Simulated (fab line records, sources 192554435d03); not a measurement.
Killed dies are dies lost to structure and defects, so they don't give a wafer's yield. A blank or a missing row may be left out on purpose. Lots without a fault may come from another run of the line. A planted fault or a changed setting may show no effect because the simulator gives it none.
fab line records | flow n5_finfet
record lots=9 wafers=27 last_day=17
route steps=1938 shown BEOL_M0_SAQP@658 BEOL_M4@1111 PASSIVATION@1936
lots that met no fault: from a run of the same line without faults
start_h: hours from the record's first day to the start of the lot's first wafer shown | wait_h: hours since the lot's step before | " the same as in the row above | L1.1+2: a row that stands for several wafers | - no value, or no start given | * or withheld: withheld | < > ~ a bound
route shown NAME@n: a module of which the file shows steps, and the number in the route of the first | usual: mean/standard deviation of fault-free wafers | same: alike in all rows | chamber/n: place in a boat | sites: the reading at each site | _std_site: their standard deviation | _edge_site: outer sites' mean less inner sites' | radius_mm: how far each site lies from the wafer's centre | mask NAME#n: copy n | behind: the tool/chamber that last shaped the wafer | hold: why the lot was held/for how many hours/how that ended | device: the transistor (n, p or np) that didn't switch | end of line: the same wafers' tests at the end of the route | a step without rows: its recipe alone | killed: dies lost to structure and defects at the first sort, not the wafer's yield | map: a wafer's dies, x killed, . not, _ none there
set.NAME: the setting as run; set.NAME@STEP: as run at that earlier step | model.NAME: the simulator's own value behind a step, which no gauge read
steps of the route over a sample of lots; a table a step, a row a wafer
services: from which hour (start_h, from the record's first day; less than 0 if before it) a tool's chamber was out of use, for how many hours, and why
## steps
# step N5_BEOL_M0_SAQP_MANDREL_ETCH_20
# recipe target_depth_a=600 chemistry=HBr/Cl2 target=a-Si stop_on=SiNx bt_time_s=10 mask_material=SOC over_etch_frac=0.5 time_s=30 pressure_mtorr=10 icp_w=800 bias_w=75 HBr_flow_sccm=150 Cl2_flow_sccm=80 ends=end_point
# usual chamber_pressure_mTorr=10.000/0.0093 drypump_motor_current_A=5.5/0.49 oes_product_au=0.768/0.014 throttle_valve_pct=35.7/0.32
# columns lot.wafer tool chamber start_h wait_h chamber_pressure_mTorr drypump_motor_current_A oes_product_au rf_hours_counter_h throttle_valve_pct
L751.1 rie_si-03 0 136.24 0.0 10.008 5.1 0.753 27 35.6
L751.3 " 2 " " 10.010 5.3 0.807 140 35.2
L751.5 " 1 " " 9.999 5.8 0.771 - 35.9
L752.1 rie_si-06 2 142.09 0.0 9.996 6.5 0.762 5 35.1
L752.2 " 0 " " 10.003 5.4 0.776 135 35.6
L752.4 " 3 " " 9.993 5.5 0.760 123 36.0
L761.2 rie_si-06 2 194.12 0.0 9.981 6.5 0.767 6 35.1
L761.3 " 3 " " 10.002 5.5 0.746 124 36.0
L761.5 " 1 " " 10.003 4.7 0.765 - 36.0
L762.1 rie_si-01 0 202.75 0.0 10.002 5.0 0.768 7 35.7
L762.2 " 1 " " 10.006 5.7 0.753 98 35.6
L762.4 " 3 " " 9.991 5.9 0.773 88 35.6
L764.1 rie_si-06 2 212.34 0.0 10.003 6.5 0.777 6 35.1
L764.3 " 1 " " 9.998 4.8 0.772 99 36.0
L764.4 " 3 " " 10.013 5.5 0.763 125 36.0
L765.2 rie_si-03 0 216.15 0.0 10.013 5.1 0.760 28 35.6
L765.4 " 2 " " 9.999 5.3 0.796 - 35.3
L765.6 " 0 " " 10.008 5.1 0.763 - 35.6
L766.2 rie_si-01 1 220.75 0.0 10.001 5.7 0.751 99 35.7
L766.5 " 1 " " 10.002 5.7 0.770 - 35.6
L766.6 " 2 " " 9.998 5.8 0.761 - 36.1
L767.1 rie_si-06 1 227.75 0.0 9.986 4.8 0.764 99 36.0
L767.4 " 0 " " 9.992 5.4 0.776 137 35.6
L767.6 " 0 " " 10.001 5.4 0.777 - 35.6
L769.2 rie_si-06 1 239.21 0.0 10.013 4.8 0.764 99 36.0
L769.3 " 2 " " 10.009 6.5 0.764 7 35.1
L769.4 " 0 " " 9.989 5.4 0.764 137 35.6
# step N5_BEOL_M0_SAQP_RECESS_114
# recipe chemistry=HF/NH3 target=SiO2 target_depth_a=144 afs_cycles=3 temp_c=30 sublimation_temp_c=180 sublimation_time_s=60
# usual drypump_motor_current_A=6.0/0.43 temp_c=30.00/0.11
# columns lot.wafer tool chamber start_h wait_h drypump_motor_current_A temp_c
L751.1 vapor_etch-02 1 136.47 0.0 6.1 30.07
L751.3 " 1 " " 6.1 29.92
L751.5 " 0 " " 6.3 29.92
L752.1 vapor_etch-02 0 142.32 0.0 6.3 29.88
L752.2 " 1 " " 6.1 29.77
L752.4 " 1 " " 6.1 29.96
L761.2 vapor_etch-02 1 194.35 0.0 6.1 29.89
L761.3 " 0 " " 6.3 30.25
L761.5 " 0 " " 6.3 30.10
L762.1 vapor_etch-01 0 203.83 0.9 6.0 29.95
L762.2 " 1 " " 4.9 30.15
L762.4 " 1 " " 5.0 30.06
L764.1 vapor_etch-02 1 212.57 0.0 6.1 29.94
L764.3 " 0 " " 6.3 29.98
L764.4 " 1 " " 6.1 29.92
L765.2 vapor_etch-02 1 216.48 0.0 6.0 30.00
L765.4 " 0 " " 6.3 30.02
L765.6 " 1 " " 6.1 30.10
L766.2 vapor_etch-02 1 221.39 0.3 6.1 30.07
L766.5 " 1 " " 6.1 30.06
L766.6 " 0 " " 6.3 30.12
L767.1 vapor_etch-02 0 228.51 0.6 6.3 29.77
L767.4 " 1 " " 6.1 29.95
L767.6 " 1 " " 6.1 29.93
L769.2 vapor_etch-01 1 239.48 0.0 5.0 29.75
L769.3 " 0 " " 6.0 30.15
L769.4 " 1 " " 5.0 29.91
# step N5_BEOL_M0_SAQP_STRIP_108
# recipe chemistry=N2/H2 power_w=500 temp_c=40 pressure_mtorr=50 rf_frequency_hz=6e+07 overash_fraction=0.3 bias_power_w=28 h2_frac=0.5 n2_flow_sccm=300 h2_flow_sccm=300
# usual bias_power_w=28.00/0.082 chamber_pressure_mTorr=49.99/0.087 drypump_motor_current_A=6.0/0.57 oes_product_au=0.79/0.096 rf_vpp_V=121.8/1.1 showerhead_plenum_p_Torr=3.36/0.11 temp_c=40.00/0.11 throttle_valve_pct=19.0/0.43
# columns lot.wafer tool chamber start_h wait_h bias_power_w chamber_pressure_mTorr drypump_motor_current_A oes_product_au rf_hours_counter_h rf_vpp_V showerhead_plenum_p_Torr temp_c throttle_valve_pct
L751.1 rie_diel-05 3 138.41 0.0 - - - - - - - - -
L751.3 " 1 " " - - - - - - - - -
L751.5 " 0 " " - - - - - - - - -
L752.1 rie_diel-02 2 145.12 0.0 - - - - - - - - -
L752.2 " 1 " " - - - - - - - - -
L752.4 " 0 " " - - - - - - - - -
L761.2 rie_diel-02 3 197.04 0.0 28.14 50.08 6.5 0.78 160 121.8 3.36 40.11 18.8
L761.3 " 2 " " 27.96 50.07 6.8 0.83 77 121.7 3.39 40.06 19.2
L761.5 " 1 " " 27.84 50.07 6.2 0.96 - 121.9 3.30 39.94 19.5
L762.1 rie_diel-02 2 205.76 0.0 28.05 50.06 6.7 0.82 81 121.9 3.39 40.06 19.1
L762.2 " 1 " " 27.86 49.97 6.2 0.94 7 120.7 3.30 39.66 19.5
L762.4 " 3 " " 28.01 49.92 6.5 0.77 163 123.0 3.35 40.19 18.8
L764.1 rie_diel-05 3 214.48 0.0 27.99 49.95 6.4 0.78 108 123.0 3.24 40.03 19.2
L764.3 " 2 " " 28.06 50.01 6.5 0.89 44 122.2 3.29 40.11 18.6
L764.4 " 0 " " 27.80 50.10 5.5 0.70 219 121.8 3.46 40.09 19.5
L765.2 rie_diel-02 3 218.98 0.0 28.12 49.97 6.5 0.77 167 122.2 3.35 40.13 18.8
L765.4 " 2 " " 28.04 50.04 6.8 0.82 85 119.9 3.39 40.05 19.2
L765.6 " 0 " " 27.95 50.03 5.0 1.01 - 122.8 3.56 40.00 18.7
L766.2 rie_diel-04 2 224.12 0.0 28.11 50.00 5.7 0.68 254 123.0 3.43 39.67 18.8
L766.5 " 2 " " 28.00 50.04 5.7 0.68 - 122.8 3.43 39.81 18.8
L766.6 " 0 " " 28.07 50.08 5.4 0.97 - 123.7 3.43 40.17 19.3
L767.1 rie_diel-05 1 230.45 0.0 28.02 49.96 5.6 0.75 152 121.9 3.23 40.00 18.9
L767.4 " 2 " " 27.98 49.97 6.5 0.87 49 120.7 3.28 40.05 18.6
L767.6 " 2 " " 28.04 49.91 6.5 0.88 - 121.1 3.28 39.95 18.6
L769.2 rie_diel-02 0 241.34 0.0 28.08 49.98 5.1 0.99 10 122.8 3.56 39.90 18.7
L769.3 " 2 " " 27.99 49.95 6.7 0.82 92 122.1 3.39 39.91 19.2
L769.4 " 1 " " 27.99 50.05 6.2 0.90 17 120.6 3.30 39.83 19.5
# step N5_BEOL_M0_SAQP_SPACER2_ALD_26
# recipe material=SiO2 target_thk_a=150 temp_c=300 ald_precursor_family=BDEAS ald_co_reactant=O2-plasma pulse_time_s=1 purge_time_s=2 co_reactant_purge_time_s=2 pressure_torr=2
# usual heater_power_w=456/54 precursor_pulse_height_rel=0.999/0.021
# columns lot.wafer tool chamber start_h wait_h heater_power_w precursor_pulse_height_rel
L751.1 ald_sin-04 2 138.61 0.1 420 1.001
L751.3 " 1 " " 488 0.998
L751.5 " 3 " " 486 1.027
L752.1 ald_sin-04 2 145.33 0.1 431 1.009
L752.2 " 0 " " 437 0.998
L752.4 " 1 " " 492 0.994
L761.2 ald_sin-03 1 197.24 0.1 532 1.008
L761.3 " 3 " " 508 1.004
L761.5 " 2 " " 357 1.024
L762.1 ald_sin-02 3 205.97 0.1 403 1.006
L762.2 " 0 " " 483 0.977
L762.4 " 2 " " 466 0.996
L764.1 ald_sin-04 1 214.81 0.2 487 0.982
L764.3 " 2 " " 417 0.987
L764.4 " 0 " " 444 1.044
L765.2 ald_sin-04 1 219.30 0.2 504 0.974
L765.4 " 0 " " 442 1.009
L765.6 " 0 " " 438 0.984
L766.2 ald_sin-03 3 224.33 0.1 521 0.967
L766.5 " 3 " " 510 0.997
L766.6 " 2 " " 364 0.984
L767.1 ald_sin-03 0 230.70 0.1 417 1.004
L767.4 " 1 " " 526 1.016
L767.6 " 2 " " 357 1.020
L769.2 ald_sin-04 2 241.55 0.1 423 0.991
L769.3 " 0 " " 435 0.988
L769.4 " 1 " " 494 1.030
# step N5_BEOL_M4_RC_MEAS_101
# usual DIBL_N=36.0/1.7 DIBL_P=36.0/2 IOFF_N=0.156/0.028 IOFF_P=0.21/0.04 ION_N=673/12 ION_P=463/8.3 SS_N=71.4/0.6 SS_P=73.3/0.66 VT_N=250/3 VT_P=-250/3.8
# columns lot.wafer tool chamber start_h wait_h DIBL_N[mV/V] DIBL_P[mV/V] IOFF_N[nA/um] IOFF_P[nA/um] ION_N[uA/um] ION_P[uA/um] SS_N[mV/dec] SS_P[mV/dec] VT_N[mV] VT_P[mV]
L761.2 prober-01 0 245.12 0.2 35.5 34.7 0.141 0.20 656 460 70.8 73.3 254 -251
L761.3 " 0 " " 37.3 36.9 0.182 0.23 684 472 71.4 72.7 249 -248
L761.5 " 0 " " 37.1 37.1 0.174 0.24 688 467 71.6 73.9 249 -248
L762.1 prober-02 0 254.02 0.0 38.0 39.2 0.202 0.22 691 464 72.0 74.4 245 -251
L762.2 " 0 " " 36.2 36.7 0.174 0.19 681 458 71.3 73.9 248 -252
L762.4 " 0 " " 33.9 34.5 0.133 0.16 667 457 70.4 73.4 251 -256
L764.1 prober-02 0 274.15 0.0 38.8 38.5 0.179 0.24 675 463 71.9 73.6 249 -250
L764.3 " 0 " " 37.1 36.2 0.156 0.22 687 470 71.3 72.2 248 -248
L764.4 " 0 " " 37.9 36.2 0.163 0.22 672 460 71.2 72.9 251 -249
L765.2 prober-01 0 275.87 0.2 34.1 35.3 0.130 0.16 660 447 71.4 72.9 252 -257
L765.4 " 0 " " 33.2 33.7 0.116 0.15 672 451 71.2 72.9 251 -256
L765.6 " 0 " " 32.0 32.7 0.098 0.13 652 450 70.7 72.6 257 -257
L766.2 prober-02 0 289.62 0.2 34.4 34.3 0.118 0.18 667 462 70.8 72.6 256 -251
L766.5 " 0 " " 35.9 36.0 0.145 0.21 662 456 71.1 73.1 250 -251
L766.6 " 0 " " 34.5 33.9 0.125 0.18 662 463 71.1 72.5 252 -252
L769.2 prober-01 0 298.67 0.2 35.1 35.2 0.132 0.16 676 463 70.9 72.4 251 -254
L769.3 " 0 " " 36.1 36.0 0.156 0.18 674 461 71.5 73.2 250 -256
L769.4 " 0 " " 35.9 36.8 0.150 0.19 680 462 71.0 72.9 251 -253
L767.1 prober-01 0 300.79 0.0 38.1 38.5 0.208 0.24 692 468 71.7 73.9 247 -249
L767.4 " 0 " " 37.2 36.4 0.179 0.20 673 455 71.9 73.5 249 -254
L767.6 " 0 " " 38.8 38.3 0.202 0.25 686 466 72.1 74.6 246 -250
# step N5_PASSIVATION_PROBE_49
# usual defect_limited_yield=91.6/1.6 killed_at_M0_to_M3=31/10 killed_at_M4_up=14/6.3 killed_at_contacts=12/6.1 killed_at_front_end=39/12 killed_at_other=3.7/2.8 killed_dies=100/19 killed_on_rim=13/4.2 killed_open=66/14 killed_short=33/8.1 sort_bin_5_function=5.0/1.1 sort_bin_6_memory=3.2/0.66 sort_n_pass=1080/18 sort_yield_pct=91.6/1.6
# same gross_dies=1180 killed_at_back_side=0 sort_bin_4_leakage[%]=0 sort_bin_8_speed[%]=0
# columns lot.wafer tool chamber start_h wait_h defect_limited_yield[%] killed_at_M0_to_M3 killed_at_M4_up killed_at_contacts killed_at_front_end killed_at_other killed_dies killed_on_rim killed_open killed_short sort_bin_5_function[%] sort_bin_6_memory[%] sort_n_pass sort_yield_pct[%]
L751.1 prober-02 - 286.20 0.0 0 1127 6 17 29 1 1180 152 54 26 97.3 2.5 0 0
L751.3 prober-02 - 286.30 0.1 0 1118 9 22 30 1 1180 152 55 20 97.3 2.5 0 0
L751.5 prober-02 - 286.40 0.2 0 1117 6 17 38 2 1180 152 57 34 96.4 3.4 0 0
L752.1 prober-01 - 297.03 0.0 0 1110 12 24 32 2 1180 152 65 36 96.4 3.5 0 0
L752.2 prober-01 - 297.08 0.1 0 1122 6 22 28 2 1180 152 51 27 96.8 2.9 0 0
L752.4 prober-01 - 297.18 0.2 0 1126 11 10 26 7 1180 152 55 35 97.3 2.0 0 0
L761.2 prober-02 - 347.35 0.1 92.6 24 25 2 33 3 87 13 54 33 4.1 3.1 1093 92.6
L761.3 prober-02 - 347.40 0.1 91.4 32 10 13 44 3 102 10 69 33 5.6 2.9 1078 91.4
L761.5 prober-02 - 347.50 0.2 92.9 12 25 8 38 1 84 15 59 25 4.2 2.8 1096 92.9
L762.1 prober-02 - 366.44 0.0 91.8 28 14 6 48 1 97 7 63 34 5.0 3.1 1083 91.8
L762.2 prober-02 - 366.49 0.1 91.4 36 9 7 47 2 101 5 64 37 5.5 2.8 1079 91.4
L762.4 prober-02 - 366.59 0.2 88.1 40 21 16 60 3 140 17 114 24 7.3 4.5 1040 88.1
L764.1 prober-02 - 376.70 0.0 88.2 46 16 21 52 4 139 19 92 45 7.1 4.0 1041 88.2
L764.3 prober-02 - 376.80 0.1 88.3 36 13 26 58 5 138 22 84 48 6.4 4.6 1042 88.3
L764.4 prober-02 - 376.85 0.2 88.3 27 22 11 74 4 138 25 88 46 7.3 4.1 1042 88.3
L765.2 prober-01 - 382.73 0.1 92.5 17 12 17 41 2 89 9 54 35 4.6 2.4 1091 92.5
L765.4 prober-01 - 382.83 0.2 90.9 30 5 11 56 5 107 17 65 40 5.3 3.3 1073 90.9
L765.6 prober-01 - 382.93 0.3 89.7 34 14 15 55 3 121 11 78 43 6.0 3.8 1059 89.7
L766.2 prober-01 - 393.25 0.1 89.4 47 21 9 36 12 125 15 82 40 5.5 4.7 1055 89.4
L766.5 prober-01 - 393.40 0.2 93.1 19 13 8 40 1 81 6 54 22 3.9 2.5 1099 93.1
L766.6 prober-01 - 393.45 0.3 89.2 47 10 16 44 10 127 15 80 46 6.9 3.5 1053 89.2
L769.2 prober-01 - 399.74 0.1 92.3 26 8 20 25 12 91 12 57 33 4.2 3.3 1089 92.3
L769.3 prober-01 - 399.79 0.1 89.1 34 17 20 54 4 129 19 77 46 6.7 3.8 1051 89.1
L769.4 prober-01 - 399.84 0.2 92.1 24 13 16 28 12 93 15 62 28 5.0 2.5 1087 92.1
L767.1 prober-02 - 404.40 0.0 92.7 21 18 4 39 4 86 11 60 25 4.7 2.4 1094 92.7
L767.4 prober-02 - 404.55 0.2 92.6 23 22 6 34 2 87 10 56 29 4.2 2.9 1093 92.6
L767.6 prober-02 - 404.65 0.3 93.0 25 17 13 27 1 83 9 51 32 4.6 2.2 1097 93.0
# killed by level:class
L751.1 BEOL_M0_SAQP:area_remove=1017 BEOL_M0_SAQP:area_ald=83 MOL_CONTACT_COAG:geometric_particle:open=12 FIN_SAQP:geometric_particle:short=9 STI_FIN_REVEAL:geometric_particle:open=6 BEOL_M0:geometric_particle:open=6 FIN_SAQP:geometric_particle:open=5 MOL_CONTACT_COAG:geometric_particle:short=5
L751.3 BEOL_M0_SAQP:area_remove=1011 BEOL_M0_SAQP:area_ald=93 MOL_CONTACT_COAG:geometric_particle:open=17 STI_FIN_REVEAL:geometric_particle:open=9 BEOL_M4:geometric_particle:open=6 BEOL_M0_SAQP:geometric_particle:open=5 FIN_SAQP:geometric_particle:open=4 MOL_CONTACT_COAG:geometric_particle:short=4
L751.5 BEOL_M0_SAQP:area_remove=1027 BEOL_M0_SAQP:area_ald=61 MOL_CONTACT_COAG:geometric_particle:open=15 BEOL_M0_SAQP:geometric_particle:open=9 BEOL_M0_SAQP:geometric_particle:short=9 STI_FIN_REVEAL:geometric_particle:open=8 FIN_SAQP:geometric_particle:open=5 BEOL_M3:geometric_particle:open=5
L752.1 BEOL_M0_SAQP:area_remove=978 BEOL_M0_SAQP:area_ald=101 MOL_CONTACT_COAG:geometric_particle:open=20 FIN_SAQP:geometric_particle:short=8 BEOL_M0_SAQP:geometric_particle:short=7 BEOL_M3:geometric_particle:open=7 FIN_SAQP:geometric_particle:open=5 GATE_CUT:geometric_particle:short=5
L752.2 BEOL_M0_SAQP:area_remove=984 BEOL_M0_SAQP:area_ald=116 MOL_CONTACT_COAG:geometric_particle:open=17 FIN_SAQP:geometric_particle:open=8 FIN_SAQP:geometric_particle:short=7 MOL_CONTACT_COAG:geometric_particle:short=5 BEOL_M3:geometric_particle:open=5 GATE_CUT:geometric_particle:short=4
L752.4 BEOL_M0_SAQP:area_remove=1045 BEOL_M0_SAQP:area_ald=45 MOL_CONTACT_COAG:geometric_particle:open=10 BEOL_M0_SAQP:geometric_particle:short=9 STI_FIN_REVEAL:geometric_particle:open=5 BEOL_M0_SAQP:geometric_particle:open=5 BEOL_M0:geometric_particle:short=5 FIN_SAQP:geometric_particle:open=4
L761.2 BEOL_M4:geometric_particle:open=16 FIN_SAQP:geometric_particle:short=7 BEOL_M0_SAQP:geometric_particle:short=7 ILD0:geometric_particle:open=6 BEOL_M0_SAQP:geometric_particle:open=6 DUMMY_GATE:geometric_particle:open=4 BEOL_M1:geometric_particle:open=4 BEOL_M3:geometric_particle:open=4
L761.3 STI_FIN_REVEAL:geometric_particle:open=14 MOL_CONTACT_COAG:geometric_particle:open=11 BEOL_M0_SAQP:geometric_particle:open=10 BEOL_M0_SAQP:geometric_particle:short=7 BEOL_M3:geometric_particle:open=7 ILD0:geometric_particle:open=6 ILD0:geometric_particle:short=6 BEOL_M4:geometric_particle:open=6
L761.5 BEOL_M4:geometric_particle:open=12 FIN_SAQP:geometric_particle:open=11 ILD0:geometric_particle:short=7 MOL_CONTACT_COAG:geometric_particle:open=7 FIN_SAQP:geometric_particle:short=5 DUMMY_GATE:geometric_particle:open=4 BEOL_M2:geometric_particle:open=4 BEOL_M3:geometric_particle:open=4
L762.1 BEOL_M0_SAQP:geometric_particle:open=10 STI_FIN_REVEAL:geometric_particle:open=7 BEOL_M2:geometric_particle:open=7 FIN_SAQP:geometric_particle:open=5 FIN_SAQP:geometric_particle:short=5 DUMMY_GATE:geometric_particle:open=5 GATE_CUT:geometric_particle:short=5 MOL_CONTACT_COAG:geometric_particle:open=5
L762.2 FIN_SAQP:geometric_particle:open=12 STI_FIN_REVEAL:geometric_particle:open=8 BEOL_M0:geometric_particle:open=8 BEOL_M2:geometric_particle:open=8 FIN_SAQP:geometric_particle:short=7 BEOL_M0_SAQP:geometric_particle:short=7 MOL_CONTACT_COAG:geometric_particle:open=6 BEOL_M3:geometric_particle:open=5
L762.4 FIN_SAQP:geometric_particle:open=17 MOL_CONTACT_COAG:geometric_particle:open=14 BEOL_M3:geometric_particle:open=11 BEOL_M4:geometric_particle:open=11 STI_FIN_REVEAL:geometric_particle:open=10 GATE_CUT:geometric_particle:open=9 BEOL_M0:geometric_particle:open=7 BEOL_M1:geometric_particle:open=6
L764.1 FIN_SAQP:geometric_particle:open=19 MOL_CONTACT_COAG:geometric_particle:open=16 FIN_SAQP:geometric_particle:short=14 BEOL_M2:geometric_particle:open=13 BEOL_M0_SAQP:geometric_particle:short=11 BEOL_M0_SAQP:geometric_particle:open=9 BEOL_M4:geometric_particle:open=8 BEOL_M1:geometric_particle:open=7
L764.3 MOL_CONTACT_COAG:geometric_particle:open=23 FIN_SAQP:geometric_particle:short=17 FIN_SAQP:geometric_particle:open=9 BEOL_M2:geometric_particle:open=8 BEOL_M1:geometric_particle:open=7 STI_FIN_REVEAL:geometric_particle:open=7 GATE_CUT:geometric_particle:short=7 BEOL_M0:geometric_particle:open=7
L764.4 STI_FIN_REVEAL:geometric_particle:open=23 FIN_SAQP:geometric_particle:open=15 BEOL_M4:geometric_particle:open=12 FIN_SAQP:geometric_particle:short=11 MOL_CONTACT_COAG:geometric_particle:open=9 BEOL_M0_SAQP:geometric_particle:open=6 BEOL_M0_SAQP:geometric_particle:short=6 STI_FIN_REVEAL:geometric_particle:short=5
L765.2 MOL_CONTACT_COAG:geometric_particle:open=13 BEOL_M4:geometric_particle:open=7 STI_FIN_REVEAL:geometric_particle:open=6 FIN_SAQP:geometric_particle:short=5 BEOL_M3:geometric_particle:open=5 SPACER0:geometric_particle:short=5 FIN_SAQP:geometric_particle:open=4 ILD0:geometric_particle:short=4
L765.4 FIN_SAQP:geometric_particle:short=16 FIN_SAQP:geometric_particle:open=13 STI_FIN_REVEAL:geometric_particle:open=10 MOL_CONTACT_COAG:geometric_particle:open=9 BEOL_M2:geometric_particle:open=7 BEOL_M0_SAQP:geometric_particle:open=6 BEOL_M3:geometric_particle:open=6 BEOL_M2:geometric_particle:short=3
L765.6 FIN_SAQP:geometric_particle:short=13 STI_FIN_REVEAL:geometric_particle:open=12 MOL_CONTACT_COAG:geometric_particle:open=10 BEOL_M3:geometric_particle:open=9 FIN_SAQP:geometric_particle:open=7 BEOL_M4:geometric_particle:open=6 MOL_CONTACT_COAG:geometric_particle:short=5 BEOL_M2:geometric_particle:short=5
L766.2 BEOL_M0_SAQP:geometric_particle:short=15 BEOL_M0_SAQP:geometric_particle:open=14 STI_FIN_REVEAL:geometric_particle:open=9 MOL_CONTACT_COAG:geometric_particle:open=9 FIN_SAQP:geometric_particle:open=8 BEOL_M1:geometric_particle:open=7 BEOL_M4:geometric_particle:open=7 DUMMY_GATE:geometric_particle:open=5
L766.5 STI_FIN_REVEAL:geometric_particle:open=16 MOL_CONTACT_COAG:geometric_particle:open=7 BEOL_M0_SAQP:geometric_particle:short=7 BEOL_M1:geometric_particle:open=5 FIN_SAQP:geometric_particle:open=4 DUMMY_GATE:geometric_particle:open=4 GATE_CUT:geometric_particle:open=4 BEOL_M3:geometric_particle:open=4
L766.6 STI_FIN_REVEAL:geometric_particle:open=20 BEOL_M0_SAQP:geometric_particle:short=15 BEOL_M1:geometric_particle:open=15 MOL_CONTACT_COAG:geometric_particle:open=11 BEOL_M0_SAQP:geometric_particle:open=10 FIN_SAQP:geometric_particle:open=6 STI_FIN_REVEAL:geometric_particle:short=5 PAD_METAL:geometric_particle:short=5
L769.2 MOL_CONTACT_COAG:geometric_particle:open=14 BEOL_M0_SAQP:geometric_particle:short=8 MOL_CONTACT_COAG:geometric_particle:short=6 FIN_SAQP:geometric_particle:open=5 BEOL_M0_SAQP:geometric_particle:open=5 BEOL_M3:geometric_particle:open=5 STARTING-WAFER:geometric_particle:open=5 BEOL_M1:geometric_particle:open=4
L769.3 FIN_SAQP:geometric_particle:open=17 FIN_SAQP:geometric_particle:short=15 MOL_CONTACT_COAG:geometric_particle:open=13 BEOL_M1:geometric_particle:open=11 BEOL_M3:geometric_particle:open=8 MOL_CONTACT_COAG:geometric_particle:short=7 BEOL_M0_SAQP:geometric_particle:short=7 STI_FIN_REVEAL:geometric_particle:open=6
L769.4 MOL_CONTACT_COAG:geometric_particle:open=13 FIN_SAQP:geometric_particle:short=6 GATE_CUT:geometric_particle:open=6 BEOL_M0_SAQP:geometric_particle:open=6 BEOL_M3:geometric_particle:open=6 BEOL_M0_SAQP:geometric_particle:short=4 BEOL_M2:geometric_particle:open=4 BEOL_M4:geometric_particle:open=4
L767.1 FIN_SAQP:geometric_particle:open=8 BEOL_M1:geometric_particle:open=8 BEOL_M5:geometric_particle:open=7 FIN_SAQP:geometric_particle:short=5 GATE_CUT:geometric_particle:open=5 BEOL_M4:geometric_particle:open=5 MOL_CONTACT_COAG:geometric_particle:open=4 STARTING-WAFER:geometric_particle:open=4
L767.4 BEOL_M4:geometric_particle:open=10 FIN_SAQP:geometric_particle:open=8 BEOL_M5:geometric_particle:open=7 BEOL_M0_SAQP:geometric_particle:short=7 MOL_CONTACT_COAG:geometric_particle:open=6 BEOL_M1:geometric_particle:open=5 FIN_CUT:geometric_particle:short=4 STI_FIN_REVEAL:geometric_particle:open=4
L767.6 MOL_CONTACT_COAG:geometric_particle:open=10 BEOL_M0_SAQP:geometric_particle:short=7 BEOL_M1:geometric_particle:open=7 FIN_SAQP:geometric_particle:short=6 FIN_SAQP:geometric_particle:open=6 BEOL_M4:geometric_particle:open=6 BEOL_M5:geometric_particle:open=4 STI_FIN_REVEAL:geometric_particle:short=3
## services
# columns tool chamber start_h hours kind
vapor_etch-01 - 117.81 0.3 repair
rie_si-03 3 138.95 7.1 repair
ald_sin-02 - 139.72 0.6 repair
rie_diel-04 1 142.41 4.1 repair
rie_diel-05 0 149.93 9.9 repair
rie_diel-02 1 158.69 - clean
rie_diel-02 1 158.69 - consumable_replace:focus_ring
rie_diel-02 1 158.69 32.3 scheduled_down
rie_diel-02 1 158.69 32.3 vent_cycle
rie_si-03 1 165.83 4.1 repair
ald_sin-02 - 177.33 14.0 pm
rie_diel-02 0 191.04 - clean
rie_diel-02 0 191.04 - consumable_replace:focus_ring
rie_diel-02 0 191.04 - consumable_replace:showerhead
rie_diel-02 0 191.04 13.5 scheduled_down
ald_sin-04 3 194.48 12.8 repair
vapor_etch-01 0 199.45 2.6 repair
rie_si-01 - 200.69 0.3 repair
rie_si-03 3 206.51 30.3 repair
vapor_etch-01 0 207.64 26.0 repair
rie_si-03 1 209.33 14.4 repair
vapor_etch-01 - 223.52 14.1 repair
ald_sin-02 3 229.51 6.3 repair
ald_sin-02 2 241.07 9.7 repair
## key
first_sign step=N5_BEOL_M0_SAQP_STRIP_108 reading=tool_record direction=missing
effect step=N5_PASSIVATION_PROBE_49 reading=killed_at_M0_to_M3 direction=up sigmas=99+ usual=31 struck=1120
more_kills_born_at N5_BEOL_M0_SAQP_MANDREL2_REMOVE_110@rie_si-06=3055 N5_BEOL_M0_SAQP_MANDREL2_REMOVE_110@rie_si-01=3007
met_at N5_BEOL_M0_SAQP_STRIP_108
struck_lots L751,L752
later_rows_left_out L751.1,L751.3,L751.5,L752.1,L752.2,L752.4
not_acting_at N5_BEOL_M0_SAQP_MANDREL_ETCH_20,N5_BEOL_M0_SAQP_RECESS_114,N5_BEOL_M0_SAQP_SPACER2_ALD_26
fault kind=skipped_step_whole tool=rie_diel-02,rie_diel-05 chamber=- onset_h=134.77 steps=N5_BEOL_M0_SAQP_STRIP_108 scope=struck_lots_only
# later_rows_left_out: the simulator's readings of these wafers behind a module that went badly wrong aren't trusted and aren't shown, but for the sort
